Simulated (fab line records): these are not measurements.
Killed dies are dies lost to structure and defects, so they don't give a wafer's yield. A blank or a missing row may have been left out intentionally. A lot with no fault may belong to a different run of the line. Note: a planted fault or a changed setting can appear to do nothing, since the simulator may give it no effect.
Comparing a struck lot with a sound one	flow nand_harc	15 steps out of a route of 1159
Sound: these wafers, L397.1, L397.4, L397.6. The struck wafers were L411.2, L411.3, L411.4. The cause is given at the end.
For every step that has rows: the tool of each side, followed by ch and its chambers, followed by its first start. Under that, the readings that differ: sound wafers	struck wafers	difference of the means	sigmas: that difference in standard deviations of wafers without a fault.
alike: readings whose means differ by less than 2 such deviations, and words and numbers that are the same on both sides. not compared: withheld readings, readings that some wafer has no value for, bounds like >300 that may hide the same value, and numbers for which the record gives no deviation and whose values overlap.
Wherever a step has rows on one side only, a row that says differs or no value, or a row with sigmas, the two part there. When numbers do not overlap yet have no deviation, they are printed without sigmas and do not part them. A reading missing from all wafers of one side parts the sides only when that side holds two or more wafers.

NHARC_P_M0_PRE_CLEAN_31: time 12 s.
  sound on pecvd-03 ch 0,1,2, day 8 03:15; struck on pecvd-02 ch 0,1, day 11 05:09
  alike: heater_power_w
NHARC_P_M0_DEP_32: deposits SiCN, target thk 30 nm.
  sound on pecvd-03 ch 0,1,2, day 8 03:23; struck on pecvd-02 ch 0,1, day 11 05:14
  alike: heater_power_w
then, 10 steps without rows for these wafers: NHARC_P_M1_DEP_00 (deposits SiOC, target thk 182.5 nm); NHARC_P_M1_DEHYDRATE_01 (time 120 s); NHARC_P_M1_HMDS_02 (time 30 s); NHARC_P_M1_COAT_34 (time 65 s); NHARC_P_M1_COAT_03 (resist thk 90 nm); NHARC_P_M1_SOFTBAKE_04 (time 55 s); NHARC_P_M1_EBR_05; NHARC_P_M1_EXPOSE_06 (exposes mask P M1, target cd 130 nm); NHARC_P_M1_PEB_07 (peb time 65 s); NHARC_P_M1_DEVELOP_08 (develop time 35 s).
NHARC_P_M1_CD_MEAS_09 targets a cd of 130 nm.
  sound on cd_sem-03 ch 0, day 8 04:33; struck on cd_sem-03 ch 0, day 11 06:21
reading	sound	struck	difference	sigmas
cd_nm (nm)	130.5 130.0 130.3	131.9 131.7 132.3	+1.7	+3
NHARC_P_M1_OVL_MEAS_10: pitch 260 nm.
  sound on overlay-01 at day 8 04:38; struck on overlay-01 at day 11 06:26
reading	sound	struck	difference	sigmas
overlay_y_nm (nm)	1.5 1.8 1.0	-1.1 -0.6 -0.9	-2.3	-3
  alike: overlay_x_nm
after that, 1 step had no rows for these wafers: NHARC_END_SORT_01.

WHERE THEY PART
Earliest at NHARC_P_M1_CD_MEAS_09; latest, in this record, at NHARC_P_M1_OVL_MEAS_10.

WHY: the cause the simulator had injected
Metrology matching offset: cd_sem-03, from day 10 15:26 on, at NHARC_P_M1_CD_MEAS_09. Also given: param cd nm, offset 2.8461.
